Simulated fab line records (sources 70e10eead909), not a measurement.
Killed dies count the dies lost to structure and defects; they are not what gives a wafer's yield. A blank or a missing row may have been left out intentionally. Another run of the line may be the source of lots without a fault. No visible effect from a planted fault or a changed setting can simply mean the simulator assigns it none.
fab line records || flow nand_harc
[record] {"lots": 7, "wafers": 19, "last_day": 33}
route steps=1302 shown A_CONTACT@1022
lots that met no fault: taken from a fault-free run of the same line
start_h: start of the lot's first displayed wafer, in hours after the record's first day || wait_h: hours elapsed since this lot's preceding step || " identical to the entry in the row above || L1.1+2: a single row standing in for several wafers || - either no value or no given start || * or withheld: withheld || < > ~ a bound
route shown NAME@n: a module of which the file shows steps, and the number in the route of the first || usual: average and standard deviation across the fault-free wafers || same: alike in all rows || chamber/n: place in a boat || sites: per-site readings || _std_site: their standard deviation || _edge_site: mean of outer sites minus mean of inner sites || radius_mm: how far each site lies from the wafer's centre || mask NAME#n: copy n || behind: the last tool/chamber to shape the wafer || hold: why the lot was held/for how many hours/how that ended || device: the transistor (n, p or np) that didn't switch || end of line: the same wafers' tests at the end of the route || where a step has no rows: the recipe by itself || killed: dies lost to structure and defects at the first sort, not the wafer's yield || map: the dies of a wafer, with x for killed, . for not killed, _ for no die there
set.NAME: the run value of the setting; set.NAME@STEP: its run value at that earlier step || model.NAME: the simulator's own value behind a step, which no gauge read
lots at some steps of the route; a table a step, a row a wafer
services: when a tool's chamber went out of use (start_h, in hours from the record's first day, below 0 if earlier), for how many hours, and the reason
[[steps]]
[step NHARC_A_CONTACT_STRIP_100]
[recipe] {"cf4_flow_sccm": 100, "chf3_flow_sccm": 30, "ar_flow_sccm": 0, "bias_w": 0, "chemistry": "CF4/CHF3"}
[step NHARC_A_CONTACT_STRIP_101]
[recipe] {"o2_flow_sccm": 400, "cos_flow_sccm": 20, "ar_flow_sccm": 0, "bias_w": 0, "chemistry": "O2/COS"}
[step NHARC_A_CONTACT_ETCH_102]
[recipe] {"target_depth_a": 1000, "overetch_a": 100, "time_s": 55, "ion_energy_ev": 100, "cf4_flow_sccm": 80, "o2_flow_sccm": 20, "ar_flow_sccm": 0, "rf_w": 300, "bias_w": 100, "chemistry": "CF4/O2"}
[usual] {"drypump_motor_current_A": "5.8/0.54", "mfc_ar_sccm": "0.020/0.016", "oes_product_au": "0.996/0.0093", "rf_vpp_V": "197.5/1.3", "showerhead_plenum_p_Torr": "1.32/0.052", "throttle_valve_pct": "13.398/0.0092"}
{"lot.wafer": "L440.3", "tool": "rie_diel-05", "chamber": 0, "start_h": 539.80, "wait_h": 0.2, "drypump_motor_current_A": 5.7, "mfc_ar_sccm": 0.034, "oes_product_au": 1.004, "rf_hours_counter_h": 37, "rf_vpp_V": 198.3, "showerhead_plenum_p_Torr": 1.31, "throttle_valve_pct": 13.394}
{"lot.wafer": "L440.4", "tool": "rie_diel-05", "chamber": 2, "start_h": 539.80, "wait_h": 0.2, "drypump_motor_current_A": 5.4, "mfc_ar_sccm": 0.032, "oes_product_au": 0.992, "rf_hours_counter_h": 32, "rf_vpp_V": 196.4, "showerhead_plenum_p_Torr": 1.32, "throttle_valve_pct": 13.403}
{"lot.wafer": "L440.6", "tool": "rie_diel-05", "chamber": 1, "start_h": 539.80, "wait_h": 0.2, "drypump_motor_current_A": 6.2, "mfc_ar_sccm": 0.001, "oes_product_au": 0.979, "rf_hours_counter_h": "-", "rf_vpp_V": 195.0, "showerhead_plenum_p_Torr": 1.24, "throttle_valve_pct": 13.393}
{"lot.wafer": "L443.3", "tool": "rie_diel-04", "chamber": 0, "start_h": 556.44, "wait_h": 0.1, "drypump_motor_current_A": 4.8, "mfc_ar_sccm": 0.038, "oes_product_au": 0.995, "rf_hours_counter_h": 4, "rf_vpp_V": 197.1, "showerhead_plenum_p_Torr": 1.28, "throttle_valve_pct": 13.392}
{"lot.wafer": "L443.4", "tool": "rie_diel-04", "chamber": 0, "start_h": 556.44, "wait_h": 0.1, "drypump_motor_current_A": 4.8, "mfc_ar_sccm": 0.038, "oes_product_au": 0.982, "rf_hours_counter_h": "-", "rf_vpp_V": 195.9, "showerhead_plenum_p_Torr": 1.28, "throttle_valve_pct": 13.385}
{"lot.wafer": "L443.5", "tool": "rie_diel-04", "chamber": 1, "start_h": 556.44, "wait_h": 0.1, "drypump_motor_current_A": 6.4, "mfc_ar_sccm": 0.021, "oes_product_au": 0.984, "rf_hours_counter_h": "-", "rf_vpp_V": 200.7, "showerhead_plenum_p_Torr": 1.44, "throttle_valve_pct": 13.388}
{"lot.wafer": "L449.2", "tool": "rie_diel-05", "chamber": 0, "start_h": 639.32, "wait_h": 0.0, "drypump_motor_current_A": 5.7, "mfc_ar_sccm": 0.034, "oes_product_au": 0.996, "rf_hours_counter_h": 17, "rf_vpp_V": 198.1, "showerhead_plenum_p_Torr": 1.31, "throttle_valve_pct": 13.391}
{"lot.wafer": "L449.4", "tool": "rie_diel-05", "chamber": 1, "start_h": 639.32, "wait_h": 0.0, "drypump_motor_current_A": 6.1, "mfc_ar_sccm": 0.001, "oes_product_au": 1.000, "rf_hours_counter_h": 20, "rf_vpp_V": 195.7, "showerhead_plenum_p_Torr": 1.24, "throttle_valve_pct": 13.398}
{"lot.wafer": "L451.4", "tool": "rie_diel-05", "chamber": 3, "start_h": 648.76, "wait_h": 0.1, "drypump_motor_current_A": 5.8, "mfc_ar_sccm": 0, "oes_product_au": 1.002, "rf_hours_counter_h": 18, "rf_vpp_V": 198.8, "showerhead_plenum_p_Torr": 1.36, "throttle_valve_pct": 13.394}
{"lot.wafer": "L451.1", "tool": "rie_diel-05", "chamber": 0, "start_h": 648.76, "wait_h": 0.1, "drypump_motor_current_A": 5.7, "mfc_ar_sccm": 0.034, "oes_product_au": 0.997, "rf_hours_counter_h": 20, "rf_vpp_V": 196.5, "showerhead_plenum_p_Torr": 1.31, "throttle_valve_pct": 13.418}
{"lot.wafer": "L451.2", "tool": "rie_diel-05", "chamber": 1, "start_h": 648.76, "wait_h": 0.1, "drypump_motor_current_A": 6.1, "mfc_ar_sccm": 0.001, "oes_product_au": 0.985, "rf_hours_counter_h": 22, "rf_vpp_V": 195.2, "showerhead_plenum_p_Torr": 1.24, "throttle_valve_pct": 13.399}
{"lot.wafer": "L452.4", "tool": "rie_diel-04", "chamber": 1, "start_h": 650.74, "wait_h": 0.1, "drypump_motor_current_A": 6.5, "mfc_ar_sccm": 0.021, "oes_product_au": 0.991, "rf_hours_counter_h": 19, "rf_vpp_V": 201.0, "showerhead_plenum_p_Torr": 1.44, "throttle_valve_pct": 13.399}
{"lot.wafer": "L452.5", "tool": "rie_diel-04", "chamber": 3, "start_h": 650.74, "wait_h": 0.1, "drypump_motor_current_A": 6.5, "mfc_ar_sccm": 0.026, "oes_product_au": 1.014, "rf_hours_counter_h": "-", "rf_vpp_V": 197.6, "showerhead_plenum_p_Torr": 1.30, "throttle_valve_pct": 13.400}
{"lot.wafer": "L455.2", "tool": "rie_diel-03", "chamber": 3, "start_h": 696.99, "wait_h": 0.1, "drypump_motor_current_A": 5.9, "mfc_ar_sccm": 0, "oes_product_au": 0.986, "rf_hours_counter_h": 16, "rf_vpp_V": 198.9, "showerhead_plenum_p_Torr": 1.43, "throttle_valve_pct": 13.404}
{"lot.wafer": "L455.3", "tool": "rie_diel-03", "chamber": 1, "start_h": 696.99, "wait_h": 0.1, "drypump_motor_current_A": 5.7, "mfc_ar_sccm": 0, "oes_product_au": 1.011, "rf_hours_counter_h": 21, "rf_vpp_V": 197.6, "showerhead_plenum_p_Torr": 1.33, "throttle_valve_pct": 13.408}
{"lot.wafer": "L455.4", "tool": "rie_diel-03", "chamber": 2, "start_h": 696.99, "wait_h": 0.1, "drypump_motor_current_A": 4.9, "mfc_ar_sccm": 0, "oes_product_au": 0.998, "rf_hours_counter_h": 18, "rf_vpp_V": 198.5, "showerhead_plenum_p_Torr": 1.32, "throttle_valve_pct": 13.388}
{"lot.wafer": "L458.3", "tool": "rie_diel-04", "chamber": 3, "start_h": 725.41, "wait_h": 0.1, "drypump_motor_current_A": 6.5, "mfc_ar_sccm": 0.026, "oes_product_au": 1.002, "rf_hours_counter_h": 2, "rf_vpp_V": 198.0, "showerhead_plenum_p_Torr": 1.30, "throttle_valve_pct": 13.396}
{"lot.wafer": "L458.4", "tool": "rie_diel-04", "chamber": 2, "start_h": 725.41, "wait_h": 0.1, "drypump_motor_current_A": 6.4, "mfc_ar_sccm": 0.036, "oes_product_au": 1.007, "rf_hours_counter_h": 3, "rf_vpp_V": 197.2, "showerhead_plenum_p_Torr": 1.32, "throttle_valve_pct": 13.398}
{"lot.wafer": "L458.5", "tool": "rie_diel-04", "chamber": 3, "start_h": 725.41, "wait_h": 0.1, "drypump_motor_current_A": 6.5, "mfc_ar_sccm": 0.026, "oes_product_au": 0.984, "rf_hours_counter_h": "-", "rf_vpp_V": 197.6, "showerhead_plenum_p_Torr": 1.30, "throttle_valve_pct": 13.386}
[step NHARC_A_CONTACT_STRIP_55]
[recipe] {"o2_flow_sccm": 500, "ar_flow_sccm": 0, "bias_w": 0, "chemistry": "O2"}
[usual] {"drypump_motor_current_A": "5.9/0.53", "mfc_ar_sccm": "0.020/0.016", "oes_product_au": "0.998/0.0093", "rf_vpp_V": "57.6/0.91", "showerhead_plenum_p_Torr": "3.49/0.13", "throttle_valve_pct": "17.037/0.0097"}
{"lot.wafer": "L440.3", "tool": "rie_diel-05", "chamber": 3, "start_h": "-", "wait_h": "-", "drypump_motor_current_A": 5.7, "mfc_ar_sccm": 0, "oes_product_au": 0.999, "rf_hours_counter_h": 35, "rf_vpp_V": 57.5, "showerhead_plenum_p_Torr": 3.61, "throttle_valve_pct": 17.050}
{"lot.wafer": "L440.4", "tool": "rie_diel-05", "chamber": 0, "start_h": "-", "wait_h": "-", "drypump_motor_current_A": 5.7, "mfc_ar_sccm": 0.034, "oes_product_au": 1.022, "rf_hours_counter_h": 37, "rf_vpp_V": 57.9, "showerhead_plenum_p_Torr": 3.47, "throttle_valve_pct": 17.038}
{"lot.wafer": "L440.6", "tool": "rie_diel-05", "chamber": 0, "start_h": "-", "wait_h": "-", "drypump_motor_current_A": 5.7, "mfc_ar_sccm": 0.034, "oes_product_au": 1.016, "rf_hours_counter_h": "-", "rf_vpp_V": 55.9, "showerhead_plenum_p_Torr": 3.47, "throttle_valve_pct": 17.061}
{"lot.wafer": "L443.3", "tool": "rie_diel-04", "chamber": 2, "start_h": "-", "wait_h": "-", "drypump_motor_current_A": 6.4, "mfc_ar_sccm": 0.036, "oes_product_au": 1.000, "rf_hours_counter_h": 3, "rf_vpp_V": 58.6, "showerhead_plenum_p_Torr": 3.50, "throttle_valve_pct": 17.038}
{"lot.wafer": "L443.4", "tool": "rie_diel-04", "chamber": 0, "start_h": "-", "wait_h": "-", "drypump_motor_current_A": 4.8, "mfc_ar_sccm": 0.038, "oes_product_au": 1.002, "rf_hours_counter_h": "-", "rf_vpp_V": 56.1, "showerhead_plenum_p_Torr": 3.39, "throttle_valve_pct": 17.047}
{"lot.wafer": "L443.5", "tool": "rie_diel-04", "chamber": 1, "start_h": "-", "wait_h": "-", "drypump_motor_current_A": 6.4, "mfc_ar_sccm": 0.021, "oes_product_au": 0.994, "rf_hours_counter_h": "-", "rf_vpp_V": 58.6, "showerhead_plenum_p_Torr": 3.79, "throttle_valve_pct": 17.023}
{"lot.wafer": "L449.4", "tool": "rie_diel-05", "chamber": 1, "start_h": "-", "wait_h": "-", "drypump_motor_current_A": 6.1, "mfc_ar_sccm": 0.001, "oes_product_au": 0.984, "rf_hours_counter_h": 20, "rf_vpp_V": 57.2, "showerhead_plenum_p_Torr": 3.28, "throttle_valve_pct": 17.032}
{"lot.wafer": "L449.2", "tool": "rie_diel-05", "chamber": 3, "start_h": "-", "wait_h": "-", "drypump_motor_current_A": 5.7, "mfc_ar_sccm": 0, "oes_product_au": 0.993, "rf_hours_counter_h": 16, "rf_vpp_V": 56.9, "showerhead_plenum_p_Torr": 3.59, "throttle_valve_pct": 17.040}
{"lot.wafer": "L451.1", "tool": "rie_diel-05", "chamber": 0, "start_h": "-", "wait_h": "-", "drypump_motor_current_A": 5.7, "mfc_ar_sccm": 0.034, "oes_product_au": 1.005, "rf_hours_counter_h": 20, "rf_vpp_V": 56.8, "showerhead_plenum_p_Torr": 3.46, "throttle_valve_pct": 17.021}
{"lot.wafer": "L451.4", "tool": "rie_diel-05", "chamber": 1, "start_h": "-", "wait_h": "-", "drypump_motor_current_A": 6.1, "mfc_ar_sccm": 0.001, "oes_product_au": 0.981, "rf_hours_counter_h": 23, "rf_vpp_V": 57.6, "showerhead_plenum_p_Torr": 3.28, "throttle_valve_pct": 17.040}
{"lot.wafer": "L451.2", "tool": "rie_diel-05", "chamber": 3, "start_h": "-", "wait_h": "-", "drypump_motor_current_A": 5.7, "mfc_ar_sccm": 0, "oes_product_au": 0.994, "rf_hours_counter_h": 18, "rf_vpp_V": 55.9, "showerhead_plenum_p_Torr": 3.59, "throttle_valve_pct": 17.043}
{"lot.wafer": "L452.4", "tool": "rie_diel-04", "chamber": 3, "start_h": "-", "wait_h": "-", "drypump_motor_current_A": 6.5, "mfc_ar_sccm": 0.026, "oes_product_au": 0.996, "rf_hours_counter_h": 17, "rf_vpp_V": 57.1, "showerhead_plenum_p_Torr": 3.45, "throttle_valve_pct": 17.043}
{"lot.wafer": "L452.5", "tool": "rie_diel-04", "chamber": 3, "start_h": "-", "wait_h": "-", "drypump_motor_current_A": 6.5, "mfc_ar_sccm": 0.026, "oes_product_au": 0.999, "rf_hours_counter_h": "-", "rf_vpp_V": 58.3, "showerhead_plenum_p_Torr": 3.45, "throttle_valve_pct": 17.016}
{"lot.wafer": "L455.2", "tool": "rie_diel-03", "chamber": 1, "start_h": "-", "wait_h": "-", "drypump_motor_current_A": 5.7, "mfc_ar_sccm": 0, "oes_product_au": 1.017, "rf_hours_counter_h": 21, "rf_vpp_V": 57.7, "showerhead_plenum_p_Torr": 3.53, "throttle_valve_pct": 17.038}
{"lot.wafer": "L455.3", "tool": "rie_diel-03", "chamber": 2, "start_h": "-", "wait_h": "-", "drypump_motor_current_A": 5.0, "mfc_ar_sccm": 0, "oes_product_au": 1.008, "rf_hours_counter_h": 18, "rf_vpp_V": 58.8, "showerhead_plenum_p_Torr": 3.48, "throttle_valve_pct": 17.037}
{"lot.wafer": "L455.4", "tool": "rie_diel-03", "chamber": 0, "start_h": "-", "wait_h": "-", "drypump_motor_current_A": 6.6, "mfc_ar_sccm": 0.002, "oes_product_au": 0.991, "rf_hours_counter_h": 19, "rf_vpp_V": 57.3, "showerhead_plenum_p_Torr": 3.59, "throttle_valve_pct": 17.019}
{"lot.wafer": "L458.4", "tool": "rie_diel-04", "chamber": 0, "start_h": "-", "wait_h": "-", "drypump_motor_current_A": 4.8, "mfc_ar_sccm": 0.038, "oes_product_au": 1.002, "rf_hours_counter_h": 2, "rf_vpp_V": 57.6, "showerhead_plenum_p_Torr": 3.38, "throttle_valve_pct": 17.029}
{"lot.wafer": "L458.3", "tool": "rie_diel-04", "chamber": 1, "start_h": "-", "wait_h": "-", "drypump_motor_current_A": 6.5, "mfc_ar_sccm": 0.021, "oes_product_au": 0.992, "rf_hours_counter_h": 3, "rf_vpp_V": 60.4, "showerhead_plenum_p_Torr": 3.78, "throttle_valve_pct": 17.027}
{"lot.wafer": "L458.5", "tool": "rie_diel-04", "chamber": 0, "start_h": "-", "wait_h": "-", "drypump_motor_current_A": 4.8, "mfc_ar_sccm": 0.038, "oes_product_au": 0.997, "rf_hours_counter_h": "-", "rf_vpp_V": 57.6, "showerhead_plenum_p_Torr": 3.38, "throttle_valve_pct": 17.045}
[step NHARC_A_CONTACT_STRIP_56]
[recipe] {"time_s": 600, "temp_c": 30, "chemistry": "post_etch_residue_remover"}
[step NHARC_A_CONTACT_DEP_57]
[recipe] {"target_thk_a": 53000, "temp_c": 400, "material": "aC"}
[usual] {"throttle_valve_pct": "34.999/0.0094"}
{"lot.wafer": "L440.3", "tool": "acl_dep-02", "chamber": 0, "start_h": 541.53, "wait_h": "-", "throttle_valve_pct": 34.983}
{"lot.wafer": "L440.4", "tool": "acl_dep-02", "chamber": 0, "start_h": 541.53, "wait_h": "-", "throttle_valve_pct": 34.995}
{"lot.wafer": "L440.6", "tool": "acl_dep-02", "chamber": 0, "start_h": 543.14, "wait_h": "-", "throttle_valve_pct": 34.994}
{"lot.wafer": "L443.3", "tool": "acl_dep-03", "chamber": 0, "start_h": 564.85, "wait_h": "-", "throttle_valve_pct": 34.993}
{"lot.wafer": "L443.4", "tool": "acl_dep-03", "chamber": 0, "start_h": 564.85, "wait_h": "-", "throttle_valve_pct": 34.993}
{"lot.wafer": "L443.5", "tool": "acl_dep-03", "chamber": 0, "start_h": 564.85, "wait_h": "-", "throttle_valve_pct": 35.008}
{"lot.wafer": "L449.2", "tool": "acl_dep-01", "chamber": 0, "start_h": 643.72, "wait_h": "-", "throttle_valve_pct": 34.994}
{"lot.wafer": "L449.4", "tool": "acl_dep-01", "chamber": 0, "start_h": 644.79, "wait_h": "-", "throttle_valve_pct": 35.002}
{"lot.wafer": "L451.1", "tool": "acl_dep-02", "chamber": 0, "start_h": 650.53, "wait_h": "-", "throttle_valve_pct": 35.000}
{"lot.wafer": "L451.2", "tool": "acl_dep-02", "chamber": 0, "start_h": 650.53, "wait_h": "-", "throttle_valve_pct": 34.992}
{"lot.wafer": "L451.4", "tool": "acl_dep-02", "chamber": 0, "start_h": 652.14, "wait_h": "-", "throttle_valve_pct": 34.983}
{"lot.wafer": "L452.4", "tool": "acl_dep-02", "chamber": 0, "start_h": 655.37, "wait_h": "-", "throttle_valve_pct": 35.001}
{"lot.wafer": "L452.5", "tool": "acl_dep-02", "chamber": 0, "start_h": 655.37, "wait_h": "-", "throttle_valve_pct": 35.009}
{"lot.wafer": "L455.2", "tool": "acl_dep-01", "chamber": 0, "start_h": 700.86, "wait_h": "-", "throttle_valve_pct": 35.002}
{"lot.wafer": "L455.3", "tool": "acl_dep-01", "chamber": 0, "start_h": 700.86, "wait_h": "-", "throttle_valve_pct": 35.011}
{"lot.wafer": "L455.4", "tool": "acl_dep-01", "chamber": 0, "start_h": 700.86, "wait_h": "-", "throttle_valve_pct": 34.985}
{"lot.wafer": "L458.3", "tool": "acl_dep-01", "chamber": 0, "start_h": 728.15, "wait_h": "-", "throttle_valve_pct": 35.001}
{"lot.wafer": "L458.4", "tool": "acl_dep-01", "chamber": 0, "start_h": 728.15, "wait_h": "-", "throttle_valve_pct": 35.001}
{"lot.wafer": "L458.5", "tool": "acl_dep-01", "chamber": 0, "start_h": 728.15, "wait_h": "-", "throttle_valve_pct": 35.004}
[step NHARC_A_CONTACT_DEP_58]
[recipe] {"target_thk_a": 900, "target_thk_nm": 90, "temp_c": 400, "pressure_torr": 3.5, "flow_sccm": 200, "rf_w": 350, "material": "SiON"}
[usual] {"heater_power_w": "755/76"}
{"lot.wafer": "L440.3", "tool": "pecvd-01", "chamber": 0, "start_h": 543.70, "wait_h": 1.6, "heater_power_w": 688}
{"lot.wafer": "L440.6", "tool": "pecvd-01", "chamber": 1, "start_h": 543.70, "wait_h": 1.6, "heater_power_w": 664}
{"lot.wafer": "L440.4", "tool": "pecvd-01", "chamber": 2, "start_h": 543.70, "wait_h": 1.6, "heater_power_w": 879}
{"lot.wafer": "L443.3", "tool": "pecvd-01", "chamber": 0, "start_h": 567.06, "wait_h": 1.7, "heater_power_w": 631}
{"lot.wafer": "L443.5", "tool": "pecvd-01", "chamber": 0, "start_h": 567.06, "wait_h": 1.7, "heater_power_w": 652}
{"lot.wafer": "L443.4", "tool": "pecvd-01", "chamber": 1, "start_h": 567.06, "wait_h": 1.7, "heater_power_w": 614}
{"lot.wafer": "L449.2", "tool": "pecvd-04", "chamber": 0, "start_h": 646.48, "wait_h": 2.2, "heater_power_w": 791}
{"lot.wafer": "L449.4", "tool": "pecvd-04", "chamber": 0, "start_h": 646.48, "wait_h": 2.2, "heater_power_w": 763}
{"lot.wafer": "L451.2", "tool": "pecvd-03", "chamber": 0, "start_h": 653.80, "wait_h": 2.2, "heater_power_w": 795}
{"lot.wafer": "L451.1", "tool": "pecvd-03", "chamber": 1, "start_h": 653.80, "wait_h": 2.2, "heater_power_w": 729}
{"lot.wafer": "L451.4", "tool": "pecvd-03", "chamber": 2, "start_h": 653.80, "wait_h": 2.2, "heater_power_w": 774}
{"lot.wafer": "L452.4", "tool": "pecvd-03", "chamber": 0, "start_h": 657.09, "wait_h": 1.2, "heater_power_w": 899}
{"lot.wafer": "L452.5", "tool": "pecvd-03", "chamber": 2, "start_h": 657.09, "wait_h": 1.2, "heater_power_w": 767}
{"lot.wafer": "L455.2", "tool": "pecvd-01", "chamber": 0, "start_h": 703.59, "wait_h": 2.2, "heater_power_w": 675}
{"lot.wafer": "L455.3", "tool": "pecvd-01", "chamber": 1, "start_h": 703.59, "wait_h": 2.2, "heater_power_w": 656}
{"lot.wafer": "L455.4", "tool": "pecvd-01", "chamber": 0, "start_h": 703.59, "wait_h": 2.2, "heater_power_w": 663}
{"lot.wafer": "L458.3", "tool": "pecvd-04", "chamber": 2, "start_h": 730.40, "wait_h": 1.7, "heater_power_w": 791}
{"lot.wafer": "L458.4", "tool": "pecvd-04", "chamber": 1, "start_h": 730.40, "wait_h": 1.7, "heater_power_w": 661}
{"lot.wafer": "L458.5", "tool": "pecvd-04", "chamber": 2, "start_h": 730.40, "wait_h": 1.7, "heater_power_w": 779}
[step NHARC_A_CONTACT_DEHYDRATE_59]
[recipe] {"temp_c": 150, "time_s": 120}
[step NHARC_A_CONTACT_HMDS_60]
[recipe] {"time_s": 30}
[step NHARC_A_CONTACT_COAT_61]
[recipe] {"temp_c": 260, "time_s": 75}
[step NHARC_A_CONTACT_COAT_62]
[recipe] {"temp_c": 225, "time_s": 65}
[step NHARC_A_CONTACT_COAT_63]
[recipe] {"spin_rpm": 1500, "resist_thk_nm": 90}
[step NHARC_A_CONTACT_SOFTBAKE_64]
[recipe] {"temp_c": 105, "time_s": 55}
[usual] {"heater_power_total_W": "188.42/0.13"}
{"lot.wafer": "L440.3", "tool": "litho_track-06", "chamber": 0, "start_h": 543, "wait_h": "-", "heater_power_total_W": 188.32}
{"lot.wafer": "L440.4", "tool": "litho_track-06", "chamber": 0, "start_h": 543, "wait_h": "-", "heater_power_total_W": 188.45}
{"lot.wafer": "L440.6", "tool": "litho_track-06", "chamber": 0, "start_h": 543, "wait_h": "-", "heater_power_total_W": 188.29}
{"lot.wafer": "L443.3", "tool": "litho_track-06", "chamber": 0, "start_h": 567, "wait_h": "-", "heater_power_total_W": 188.43}
{"lot.wafer": "L443.4", "tool": "litho_track-06", "chamber": 0, "start_h": 567, "wait_h": "-", "heater_power_total_W": 188.34}
{"lot.wafer": "L443.5", "tool": "litho_track-06", "chamber": 0, "start_h": 567, "wait_h": "-", "heater_power_total_W": 188.29}
{"lot.wafer": "L449.2", "tool": "litho_track-06", "chamber": 0, "start_h": 646, "wait_h": "-", "heater_power_total_W": 188.50}
{"lot.wafer": "L449.4", "tool": "litho_track-06", "chamber": 0, "start_h": 646, "wait_h": "-", "heater_power_total_W": 323.28}
{"lot.wafer": "L451.1", "tool": "litho_track-06", "chamber": 0, "start_h": 654, "wait_h": "-", "heater_power_total_W": 323.12}
{"lot.wafer": "L451.2", "tool": "litho_track-06", "chamber": 0, "start_h": 654, "wait_h": "-", "heater_power_total_W": 188.36}
{"lot.wafer": "L451.4", "tool": "litho_track-06", "chamber": 0, "start_h": 654, "wait_h": "-", "heater_power_total_W": 322.88}
{"lot.wafer": "L452.4", "tool": "litho_track-06", "chamber": 0, "start_h": 657, "wait_h": "-", "heater_power_total_W": 323.16}
{"lot.wafer": "L452.5", "tool": "litho_track-06", "chamber": 0, "start_h": 657, "wait_h": "-", "heater_power_total_W": 188.25}
{"lot.wafer": "L455.2", "tool": "litho_track-01", "chamber": 0, "start_h": 703, "wait_h": "-", "heater_power_total_W": 188.37}
{"lot.wafer": "L455.3", "tool": "litho_track-01", "chamber": 0, "start_h": 703, "wait_h": "-", "heater_power_total_W": 188.31}
{"lot.wafer": "L455.4", "tool": "litho_track-01", "chamber": 0, "start_h": 703, "wait_h": "-", "heater_power_total_W": 188.64}
{"lot.wafer": "L458.3", "tool": "litho_track-01", "chamber": 0, "start_h": 730, "wait_h": "-", "heater_power_total_W": 188.51}
{"lot.wafer": "L458.4", "tool": "litho_track-01", "chamber": 0, "start_h": 730, "wait_h": "-", "heater_power_total_W": 188.45}
{"lot.wafer": "L458.5", "tool": "litho_track-01", "chamber": 0, "start_h": 730, "wait_h": "-", "heater_power_total_W": 188.40}
[step NHARC_A_CONTACT_EBR_65]
[[services]]
{"tool": "pecvd-01", "chamber": 1, "start_h": 521.48, "hours": 6.5, "kind": "repair"}
{"tool": "litho_track-06", "chamber": "-", "start_h": 529.00, "hours": 7.0, "kind": "pm"}
{"tool": "rie_diel-04", "chamber": "-", "start_h": 531.90, "hours": 9.0, "kind": "pm"}
{"tool": "pecvd-03", "chamber": "-", "start_h": 547.57, "hours": 13.0, "kind": "pm"}
{"tool": "acl_dep-01", "chamber": "-", "start_h": 550.88, "hours": 13.0, "kind": "pm"}
{"tool": "rie_diel-04", "chamber": 3, "start_h": 553.18, "hours": 5.9, "kind": "repair"}
{"tool": "pecvd-04", "chamber": 2, "start_h": 558.56, "hours": 5.7, "kind": "repair"}
{"tool": "rie_diel-04", "chamber": "-", "start_h": 581.88, "hours": 0.7, "kind": "repair"}
{"tool": "rie_diel-05", "chamber": "-", "start_h": 584.74, "hours": 9.0, "kind": "pm"}
{"tool": "rie_diel-03", "chamber": 0, "start_h": 606.54, "hours": 6.3, "kind": "repair"}
{"tool": "acl_dep-02", "chamber": "-", "start_h": 608.39, "hours": 13.0, "kind": "pm"}
{"tool": "pecvd-04", "chamber": "-", "start_h": 631.22, "hours": 13.0, "kind": "pm"}
{"tool": "rie_diel-04", "chamber": 1, "start_h": 637.44, "hours": 7.2, "kind": "repair"}
{"tool": "rie_diel-03", "chamber": "-", "start_h": 638.00, "hours": 9.0, "kind": "pm"}
{"tool": "rie_diel-05", "chamber": "-", "start_h": 650.31, "hours": 0.5, "kind": "repair"}
{"tool": "rie_diel-04", "chamber": 0, "start_h": 663.33, "hours": 5.6, "kind": "repair"}
{"tool": "pecvd-01", "chamber": "-", "start_h": 673.22, "hours": 13.0, "kind": "pm"}
{"tool": "rie_diel-04", "chamber": 0, "start_h": 674.89, "hours": 6.6, "kind": "repair"}
{"tool": "litho_track-01", "chamber": "-", "start_h": 680.00, "hours": 7.0, "kind": "pm"}
{"tool": "pecvd-04", "chamber": "-", "start_h": 689.77, "hours": 0.3, "kind": "repair"}
{"tool": "rie_diel-05", "chamber": 1, "start_h": 698.23, "hours": 15.0, "kind": "repair"}
{"tool": "litho_track-06", "chamber": "-", "start_h": 704.00, "hours": 7.0, "kind": "pm"}
{"tool": "rie_diel-04", "chamber": "-", "start_h": 708.90, "hours": 9.0, "kind": "pm"}
{"tool": "rie_diel-03", "chamber": 2, "start_h": 723.05, "hours": 8.7, "kind": "repair"}
[[key]]
[first_sign] {"step": "NHARC_A_CONTACT_SOFTBAKE_64", "reading": "heater_power_total_W", "direction": "up", "sigmas": "99+", "usual": "*", "struck": "*"}
effect none on later readings
met_at NHARC_A_CONTACT_SOFTBAKE_64
struck_wafers L449.4,L451.1,L451.4,L452.4
tester_left_out L449,L451,L452
onset_between 567 646
[fault] {"kind": "process_parameter_drift", "tool": "litho_track-06", "chamber": "-", "onset_h": 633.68, "steps": "NHARC_A_CONTACT_SOFTBAKE_64", "channel": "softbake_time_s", "offset": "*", "shape": "step", "end_h": 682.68, "scope": "struck_wafers_only", "acts_in": "*", "stated": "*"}
// tester_left_out: of these lots the tester's yield and bins aren't shown, on N5 and GAA mostly nor the transistor test; their killed dies are dies lost to structure and defects alone, not to doping, threshold or leakage, so they don't give the yield
